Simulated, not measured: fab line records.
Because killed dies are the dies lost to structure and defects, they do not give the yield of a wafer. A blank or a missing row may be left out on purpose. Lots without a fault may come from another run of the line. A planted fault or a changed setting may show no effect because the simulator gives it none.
fab line records	flow n5_finfet	part 1 of 2: steps 1 to 4 of 6
record lots=22	wafers=66	last_day=18
route steps=1938 shown BEOL_M11@1571 BEOL_M12@1615
lots untouched by any fault: they come from a run of this same line in which no faults occurred
start_h: the number of hours between the record's first day and the start of the first shown wafer of the lot	wait_h: hours from the lot's prior step to this one	" repeats the value in the row above	L1.1+2: a single row standing in for several wafers	- value missing, or start not given	* or withheld: withheld	< > ~ a bound
route shown NAME@n: a module of which the file shows steps, and the number in the route of the first	usual: the fault-free wafers' mean and standard deviation	same: alike in all rows	chamber/n: place in a boat	sites: each site's reading	_std_site: the values' standard deviation	_edge_site: outer sites' mean less inner sites'	radius_mm: for every site, how far away it sits from the centre of the wafer	mask NAME#n: copy n	behind: the last tool/chamber to shape the wafer	hold: why the lot went on hold/how many hours it stayed there/how the hold came to an end	device: transistor that didn't switch, given as n, p or np	end of line: the tests these same wafers got at the end of their route	a step given without rows: its recipe and nothing more	killed: at the first sort, the dies lost to defects and structure; wafer yield is something else	map: per-die view of a wafer (x killed, . not killed, _ where there is no die)
set.NAME: the run value of the setting; set.NAME@STEP: its run value at that earlier step	model.NAME: the simulator's own value behind a step, which no gauge read
route steps across a sampled set of lots; one table per step, one row per wafer
services: the hour from which a tool's chamber was out of use, counted from the record's first day as start_h (under 0 if before that day), plus the number of hours and why
## steps
# step N5_BEOL_M11_DESCUM_33
# recipe chemistry=O2	time_s=7.9	source_power_w=50	bias_power_w=20	pressure_mtorr=20	rf_frequency_hz=2.712e+07	temp_c=40	resist=CAR-ArF	o2_flow_sccm=225
# usual drypump_motor_current_A=5.7/0.48	oes_product_au=0.79/0.1	rf_vpp_V=242.7/1.3	showerhead_plenum_p_Torr=2.07/0.067	throttle_valve_pct=20.3/0.3
lot.wafer	tool	chamber	start_h	wait_h	drypump_motor_current_A	oes_product_au	rf_hours_counter_h	rf_vpp_V	showerhead_plenum_p_Torr	throttle_valve_pct
L074.2	rie_diel-03	2	243.04	0.0	5.6	0.71	222	243.0	2.09	20.9
L074.5	"	3	"	"	5.8	0.77	-	242.9	2.10	20.2
L074.6	"	2	"	"	5.6	0.71	-	243.8	2.09	20.9
L076.3	rie_diel-04	0	254.69	0.0	5.9	0.73	153	240.5	1.92	20.4
L076.5	"	0	"	"	5.9	0.73	-	242.2	1.92	20.4
L076.6	"	1	"	"	5.3	0.80	-	242.8	2.02	20.1
L075.1	rie_diel-04	2	255.15	0.3	5.2	0.73	171	242.1	2.10	20.2
L075.2	"	1	"	"	5.3	0.81	106	242.1	2.02	20.1
L075.6	"	1	"	"	5.3	0.80	-	242.2	2.02	20.1
L080.3	rie_diel-03	1	258.19	0.0	6.3	0.69	248	242.9	2.14	20.2
L080.4	"	2	"	"	5.6	0.70	228	241.1	2.09	20.9
L080.5	"	0	"	"	5.1	0.98	-	242.7	2.06	20.5
L078.1	rie_diel-03	1	261.38	0.0	6.3	0.68	249	244.0	2.14	20.2
L078.2	"	2	"	"	5.6	0.70	229	241.9	2.09	20.9
L078.6	"	0	"	"	5.1	0.98	-	241.4	2.06	20.5
L079.1	rie_diel-04	1	261.55	0.0	5.3	0.81	107	242.2	2.02	20.1
L079.4	"	0	"	"	5.9	0.73	155	240.8	1.92	20.4
L079.5	"	2	"	"	5.2	0.73	-	242.8	2.10	20.2
L081.1	rie_diel-03	3	286.15	0.7	5.8	0.75	125	244.6	2.10	20.2
L081.2	"	2	"	"	5.6	0.71	233	241.0	2.09	20.9
L081.5	"	2	"	"	5.6	0.70	-	242.5	2.09	20.9
L084.1	rie_diel-04	3	290.59	0.0	6.2	0.71	236	242.6	2.04	20.3
L084.3	"	1	"	"	5.3	0.80	117	242.6	2.02	20.1
L084.5	"	3	"	"	6.2	0.70	-	243.3	2.04	20.3
L082.2	rie_diel-03	3	291.73	0.1	5.8	0.75	128	243.3	2.10	20.2
L082.5	"	0	"	"	5.1	0.95	-	241.9	2.06	20.5
L082.6	"	3	"	"	5.9	0.74	-	242.5	2.10	20.2
L083.2	rie_diel-02	1	295.22	0.0	6.6	0.66	241	244.5	2.15	20.7
L083.4	"	3	"	"	6.6	0.82	85	242.4	2.02	20.0
L083.6	"	0	"	"	5.8	0.96	-	244.4	2.16	20.7
L086.3	rie_diel-03	1	322.41	0.3	6.3	0.90	12	244.4	2.13	19.8
L086.5	"	2	"	"	5.6	0.70	-	242.1	2.08	20.9
L086.6	"	1	"	"	6.3	0.92	-	244.5	2.13	19.8
L087.2	rie_diel-04	2	327.21	0.1	5.2	0.72	192	242.4	2.09	20.2
L087.4	"	0	"	"	5.9	0.72	172	241.6	1.91	20.5
L087.5	"	3	"	"	6.2	0.71	-	244.3	2.04	20.3
L088.2	rie_diel-03	3	327.43	0.2	5.8	0.74	139	243.4	2.09	20.2
L088.3	"	2	"	"	5.6	0.70	247	242.8	2.08	20.9
L088.6	"	3	"	"	5.8	0.74	-	240.7	2.10	20.2
L085.3	rie_diel-03	1	329.70	0.2	6.3	0.91	16	242.5	2.13	19.9
L085.4	"	3	"	"	5.8	0.74	-	242.5	2.09	20.2
L085.5	"	2	"	"	5.6	0.69	-	241.6	2.08	20.9
L090.1	rie_diel-02	2	330.24	0.4	4.7	0.85	48	244.5	2.13	20.4
L090.2	"	3	"	"	6.6	0.82	94	240.6	2.02	20.0
L090.3	"	0	"	"	5.8	0.94	12	244.0	2.16	20.7
L092.2	rie_diel-03	1	340.60	0.0	6.3	0.90	20	244.5	2.13	19.8
L092.4	"	0	"	"	5.1	0.93	-	242.9	2.06	20.5
L092.5	"	3	"	"	5.8	0.74	-	244.2	2.09	20.2
L089.1	rie_diel-04	0	340.82	0.1	5.9	0.71	177	239.5	1.91	20.4
L089.3	"	2	"	"	5.2	0.71	196	242.4	2.09	20.2
L089.4	"	2	"	"	5.2	0.71	-	241.7	2.09	20.2
L091.2	rie_diel-04	1	351.30	0.2	5.3	0.78	135	240.0	2.01	20.1
L091.4	"	2	"	"	5.2	0.70	-	244.4	2.09	20.2
L091.6	"	0	"	"	5.9	0.71	-	240.8	1.91	20.5
L094.3	rie_diel-04	0	362.66	0.0	5.9	0.70	184	240.8	1.91	20.5
L094.4	"	2	"	"	5.1	0.70	204	242.4	2.09	20.2
L094.6	"	2	"	"	5.2	0.69	-	242.5	2.09	20.2
L095.4	rie_diel-03	0	362.86	0.1	5.1	0.91	22	242.9	2.06	20.5
L095.5	"	2	"	"	5.6	1.02	-	241.4	2.08	20.6
L095.6	"	3	"	"	5.8	0.73	-	243.6	2.09	20.2
L096.2	rie_diel-04	2	378.65	0.0	5.2	0.69	210	242.4	2.09	20.2
L096.3	"	0	"	"	5.9	0.70	190	239.6	1.91	20.5
L096.5	"	1	"	"	5.3	0.76	-	242.0	2.01	20.1
L097.1	rie_diel-04	1	397.32	0.0	5.3	0.76	151	240.4	2.01	20.1
L097.4	"	0	"	"	5.9	0.69	195	239.6	1.90	20.5
L097.5	"	3	"	"	6.2	0.92	-	242.5	2.03	20.0
# step N5_BEOL_M11_STRIP_36
# recipe chemistry=N2/H2	power_w=450	temp_c=40	pressure_mtorr=20	rf_frequency_hz=6e+07	overash_fraction=0.3	bias_power_w=7	h2_frac=0.5	n2_flow_sccm=200	h2_flow_sccm=200
# usual drypump_motor_current_A=5.7/0.48	oes_product_au=0.79/0.1	rf_vpp_V=59.0/2	showerhead_plenum_p_Torr=2.50/0.077	throttle_valve_pct=23.56/0.27
lot.wafer	tool	chamber	start_h	wait_h	drypump_motor_current_A	oes_product_au	rf_hours_counter_h	rf_vpp_V	showerhead_plenum_p_Torr	throttle_valve_pct
L074.2	rie_diel-03	2	243.31	0.0	5.6	0.71	222	60.8	2.49	23.88
L074.5	"	3	"	"	5.8	0.77	-	57.1	2.57	23.63
L074.6	"	2	"	"	5.6	0.71	-	57.1	2.49	23.89
L076.3	rie_diel-04	0	254.96	0.0	5.9	0.73	153	58.5	2.35	23.68
L076.5	"	0	"	"	5.9	0.71	-	58.6	2.35	23.71
L076.6	"	1	"	"	5.3	0.80	-	61.6	2.45	23.45
L075.1	rie_diel-04	2	255.42	0.0	5.2	0.73	171	58.3	2.52	23.37
L075.2	"	1	"	"	5.3	0.80	106	57.8	2.45	23.49
L075.6	"	1	"	"	5.3	0.81	-	59.0	2.45	23.50
L080.3	rie_diel-03	1	258.46	0.0	6.3	0.69	248	56.6	2.60	23.34
L080.4	"	2	"	"	5.6	0.70	228	55.5	2.49	23.88
L080.5	"	0	"	"	5.1	0.99	-	59.0	2.48	23.67
L078.1	rie_diel-03	1	261.65	0.0	6.3	0.68	249	55.2	2.60	23.33
L078.2	"	2	"	"	5.6	0.71	229	56.5	2.49	23.83
L078.6	"	0	"	"	5.2	0.98	-	56.5	2.48	23.70
L079.1	rie_diel-04	1	261.82	0.0	5.3	0.81	107	62.0	2.45	23.48
L079.4	"	0	"	"	5.9	0.73	155	58.6	2.35	23.69
L079.5	"	2	"	"	5.2	0.72	-	59.4	2.52	23.40
L081.1	rie_diel-03	3	286.42	0.0	5.8	0.75	125	62.9	2.56	23.69
L081.2	"	2	"	"	5.7	0.72	233	60.2	2.49	23.86
L081.5	"	1	"	"	6.3	0.97	-	60.2	2.60	23.05
L084.1	rie_diel-04	3	290.86	0.0	6.2	0.70	236	57.8	2.49	23.56
L084.3	"	1	"	"	5.3	0.80	117	57.9	2.45	23.48
L084.5	"	3	"	"	6.3	0.70	-	61.3	2.49	23.58
L082.2	rie_diel-03	3	292.00	0.0	5.8	0.75	128	60.8	2.56	23.64
L082.5	"	0	"	"	5.1	0.95	-	61.5	2.48	23.71
L082.6	"	3	"	"	5.8	0.75	-	62.1	2.56	23.66
L083.2	rie_diel-02	1	295.49	0.0	6.6	0.66	241	59.3	2.62	23.97
L083.4	"	3	"	"	6.6	0.84	86	60.6	2.45	23.04
L083.6	"	0	"	"	5.8	0.98	-	56.9	2.61	24.00
L086.3	rie_diel-03	1	322.68	0.0	6.3	0.92	13	63.6	2.60	23.03
L086.5	"	2	"	"	5.6	0.70	-	55.1	2.48	23.90
L086.6	"	1	"	"	6.3	0.90	-	61.3	2.60	23.04
L087.2	rie_diel-04	2	327.48	0.0	5.2	0.70	192	56.8	2.51	23.43
L087.4	"	0	"	"	5.9	0.72	173	56.1	2.34	23.68
L087.5	"	3	"	"	6.2	0.70	-	61.2	2.49	23.57
L088.2	rie_diel-03	3	327.70	0.0	5.8	0.75	139	60.8	2.56	23.62
L088.3	"	2	"	"	5.6	0.71	247	56.9	2.48	23.89
L088.6	"	3	"	"	5.8	0.74	-	59.4	2.56	23.66
L085.3	rie_diel-03	1	329.97	0.0	6.3	0.91	16	59.8	2.60	23.05
L085.4	"	3	"	"	5.8	0.73	-	58.1	2.56	23.68
L085.5	"	2	"	"	5.6	0.68	-	58.5	2.48	23.91
L090.1	rie_diel-02	2	330.51	0.0	4.6	0.86	48	59.8	2.58	23.50
L090.2	"	3	"	"	6.6	0.81	95	58.8	2.44	23.07
L090.3	"	0	"	"	5.8	0.92	13	57.8	2.61	24.02
L092.2	rie_diel-03	1	340.87	0.0	6.3	0.89	20	61.1	2.59	23.09
L092.4	"	0	"	"	5.1	0.94	-	60.3	2.48	23.73
L092.5	"	3	"	"	5.8	0.75	-	59.6	2.55	23.67
L089.1	rie_diel-04	0	341.09	0.0	5.9	0.71	177	61.3	2.34	23.67
L089.3	"	2	"	"	5.2	0.72	196	59.6	2.51	23.44
L089.4	"	2	"	"	5.2	0.70	-	60.8	2.51	23.46
L091.2	rie_diel-04	1	351.57	0.0	5.3	0.78	136	61.6	2.44	23.48
L091.4	"	2	"	"	5.2	0.72	-	60.5	2.51	23.43
L091.6	"	0	"	"	5.9	0.71	-	57.8	2.34	23.74
L094.3	rie_diel-04	0	362.94	0.0	5.9	0.71	184	56.5	2.34	23.74
L094.4	"	2	"	"	5.2	0.70	205	62.4	2.51	23.45
L094.6	"	2	"	"	5.2	0.70	-	61.5	2.51	23.48
L095.4	rie_diel-03	0	363.13	0.0	5.1	0.91	22	58.7	2.48	23.72
L095.5	"	2	"	"	5.6	1.02	-	60.9	2.48	23.60
L095.6	"	3	"	"	5.8	0.74	-	58.5	2.55	23.67
L096.2	rie_diel-04	2	378.92	0.0	5.1	0.71	211	59.9	2.51	23.46
L096.3	"	0	"	"	5.9	0.70	190	55.9	2.33	23.73
L096.5	"	1	"	"	5.3	0.77	-	59.1	2.44	23.53
L097.1	rie_diel-04	1	397.59	0.0	5.3	0.78	151	59.7	2.43	23.53
L097.4	"	0	"	"	5.9	0.69	196	56.1	2.33	23.77
L097.5	"	3	"	"	6.3	0.93	-	57.3	2.48	23.33
# step N5_BEOL_M11_SURFACE_TREAT_76
# recipe gas=Ar	time_s=*	ion_energy_ev=*	ion_current_ma_cm2=0.5	pressure_mtorr=*	ar_flow_sccm=30
# usual throttle_valve_pct=*
lot.wafer	tool	chamber	start_h	wait_h	throttle_valve_pct
L074.2	pvd_sputter-01	-	244.55	0.3	*
L074.5	"	-	"	"	*
L074.6	"	-	"	"	*
L076.3	pvd_sputter-01	-	256.27	0.2	*
L076.5	"	-	"	"	*
L076.6	"	-	"	"	*
L075.1	pvd_sputter-03	-	256.59	0.2	*
L075.2	"	-	"	"	*
L075.6	"	-	"	"	*
L080.3	pvd_sputter-03	-	259.63	0.2	*
L080.4	"	-	"	"	*
L080.5	"	-	"	"	*
L078.1	pvd_sputter-03	-	263.10	0.3	*
L078.2	"	-	"	"	*
L078.6	"	-	"	"	*
L079.1	pvd_sputter-03	-	263.14	0.2	*
L079.4	"	-	"	"	*
L079.5	"	-	"	"	*
L081.1	pvd_sputter-01	-	287.82	0.2	*
L081.2	"	-	"	"	*
L081.5	"	-	"	"	*
L084.1	pvd_sputter-01	-	292.37	0.4	*
L084.3	"	-	"	"	*
L084.5	"	-	"	"	*
L082.2	pvd_sputter-01	-	295.57	0.2	*
L082.5	"	-	"	"	*
L082.6	"	-	"	"	*
L083.2	pvd_sputter-02	-	296.75	0.2	*
L083.4	"	-	"	"	*
L083.6	"	-	"	"	*
L086.3	pvd_sputter-02	-	325.15	0.2	*
L086.5	"	-	"	"	*
L086.6	"	-	"	"	*
L087.2	pvd_sputter-02	-	328.61	0.2	*
L087.4	"	-	"	"	*
L087.5	"	-	"	"	*
L088.2	pvd_sputter-03	-	328.92	0.2	*
L088.3	"	-	"	"	*
L088.6	"	-	"	"	*
L085.3	pvd_sputter-01	-	331.29	0.3	*
L085.4	"	-	"	"	*
L085.5	"	-	"	"	*
L090.1	pvd_sputter-02	-	333.68	0.2	*
L090.2	"	-	"	"	*
L090.3	"	-	"	"	*
L092.2	pvd_sputter-01	-	342.60	0.4	*
L092.4	"	-	"	"	*
L092.5	"	-	"	"	*
L089.1	pvd_sputter-01	-	342.64	0.4	*
L089.3	"	-	"	"	*
L089.4	"	-	"	"	*
L091.2	pvd_sputter-01	-	353.27	0.5	*
L091.4	"	-	"	"	*
L091.6	"	-	"	"	*
L094.3	pvd_sputter-03	-	365.95	0.2	*
L094.4	"	-	"	"	*
L094.6	"	-	"	"	*
L095.4	pvd_sputter-03	-	366.27	0.3	*
L095.5	"	-	"	"	*
L095.6	"	-	"	"	*
L096.2	pvd_sputter-03	-	380.34	0.2	*
L096.3	"	-	"	"	*
L096.5	"	-	"	"	*
L097.1	pvd_sputter-01	-	399.71	0.7	*
L097.4	"	-	"	"	*
L097.5	"	-	"	"	*
# step N5_BEOL_M11_CMP_52
# recipe stop_on=SiCOH_lowk	t_overpolish_s=7	down_force_psi=1	platen_rpm=50	clearing_platen_down_force_psi=1.5	clearing_platen_rpm=50	post_cmp_clean=cu_alkaline	target_thk_nm=140	clearing_platen_pad_velocity_m_s=0.99484	pad_velocity_m_s=0.99484
# usual barrier_field_endpoint_s=28.8/0.78	motor_current_A=6.0/0.67	overpolish_run_s=7.000/0.0085	pad_life_wafers=1162/710	time_to_endpoint_s=65/3.6
lot.wafer	tool	chamber	start_h	wait_h	barrier_field_endpoint_s	motor_current_A	overpolish_run_s	pad_life_wafers	time_to_endpoint_s
L074.2	cmp-04	3	247.03	0.3	28.3	7.4	7.014	1317	64
L074.5	"	0	"	"	28.4	6.1	7.014	-	61
L074.6	"	1	"	"	27.9	5.5	7.002	-	59
L076.3	cmp-02	3	257.49	0.2	29.0	5.5	7.002	1297	67
L076.5	"	2	"	"	30.1	5.3	6.997	-	67
L076.6	"	3	"	"	29.0	5.8	6.985	-	67
L075.2	cmp-01	1	259.05	0.2	29.0	6.2	6.999	2070	68
L075.1	"	2	"	"	28.1	6.2	7.001	2071	60
L075.6	"	2	"	"	28.4	6.3	7.010	-	63
L080.3	cmp-01	3	262.39	0.2	28.3	7.0	7.001	2107	65
L080.4	"	1	"	"	28.2	6.7	7.010	2109	61
L080.5	"	2	"	"	27.4	6.3	6.993	-	58
L078.1	cmp-04	1	263.89	0.3	28.7	5.8	7.001	1465	66
L078.2	"	2	"	"	28.4	6.4	7.002	1466	65
L078.6	"	1	"	"	28.3	5.4	7.014	-	64
L079.4	cmp-04	1	264.34	0.4	29.1	5.7	6.997	1477	64
L079.1	"	3	"	"	28.8	6.9	7.007	1479	67
L079.5	"	0	"	"	30.1	6.8	7.003	-	68
L081.1	cmp-04	0	290.91	0.3	28.3	6.3	7.012	1680	66
L081.2	"	3	"	"	29.4	6.9	6.996	1683	68
L081.5	"	1	"	"	28.9	5.5	6.993	-	64
L084.1	cmp-01	0	295.65	0.3	28.3	5.2	6.989	180	68
L084.3	"	3	"	"	28.4	7.2	6.995	183	61
L084.5	"	1	"	"	28.5	6.3	6.988	-	62
L082.2	cmp-02	2	299.88	0.3	29.1	5.6	6.998	1593	64
L082.6	"	3	"	"	28.8	5.9	6.995	-	66
L082.5	"	0	"	"	27.6	5.4	7.017	-	61
L083.2	cmp-02	1	301.20	0.2	28.4	5.3	7.004	1596	65
L083.4	"	0	"	"	28.4	5.3	6.988	1599	62
L083.6	"	2	"	"	29.1	5.5	7.002	-	67
L086.3	cmp-01	1	328.13	0.2	28.4	6.2	7.001	458	62
L086.6	"	3	"	"	28.6	6.9	6.999	-	67
L086.5	"	0	"	"	29.4	5.2	6.998	-	68
L087.2	cmp-01	2	333.06	0.2	28.2	6.7	7.013	504	59
L087.4	"	0	"	"	28.1	5.1	6.997	506	62
L087.5	"	3	"	"	28.7	7.1	6.991	-	64
L088.2	cmp-02	1	333.16	0.2	28.7	5.1	7.008	1789	68
L088.3	"	2	"	"	28.9	5.4	6.995	1790	66
L088.6	"	1	"	"	29.4	5.2	7.014	-	66
L085.3	cmp-02	0	334.07	0.2	28.7	5.7	7.011	1800	60
L085.4	"	2	"	"	30.3	5.7	6.990	1802	68
L085.5	"	0	"	"	29.0	5.4	7.000	-	62
L090.2	cmp-01	1	335.60	0.2	27.8	6.7	7.003	528	63
L090.1	"	2	"	"	27.7	6.3	6.988	529	57
L090.3	"	3	"	"	28.3	7.3	7.000	530	63
L089.3	cmp-02	1	343.39	0.2	28.8	4.8	6.995	1902	64
L089.4	"	2	"	"	29.6	5.6	6.987	1903	69
L089.1	"	3	"	"	29.7	5.5	6.989	1904	71
L092.2	cmp-01	3	343.54	0.3	28.9	6.9	6.990	590	65
L092.4	"	0	"	"	28.9	5.5	6.997	591	68
L092.5	"	1	"	"	28.1	6.2	6.984	-	61
L091.4	cmp-01	1	354.21	0.1	29.4	6.8	7.007	678	64
L091.2	"	2	"	"	26.7	6.4	6.992	679	56
L091.6	"	1	"	"	29.0	6.4	7.015	-	66
L094.3	cmp-02	3	366.75	0.2	29.8	5.5	6.998	2016	70
L094.4	"	0	"	"	29.2	5.2	6.997	2017	63
L094.6	"	3	"	"	29.6	5.3	6.998	-	70
L095.4	cmp-04	3	367.04	0.1	30.0	7.0	6.993	204	65
L095.6	"	3	"	"	29.7	7.2	6.981	-	65
L095.5	"	0	"	"	29.9	6.6	7.009	-	65
L096.2	cmp-02	3	384.16	0.2	30.2	5.8	7.008	78	71
L096.3	"	2	"	"	29.6	5.3	7.004	81	68
L096.5	"	3	"	"	30.1	5.8	7.004	-	68
L097.1	cmp-02	2	401.35	0.3	29.0	5.4	7.003	242	69
L097.4	"	3	"	"	29.9	5.6	6.999	243	69
L097.5	"	0	"	"	29.1	5.3	6.994	-	61
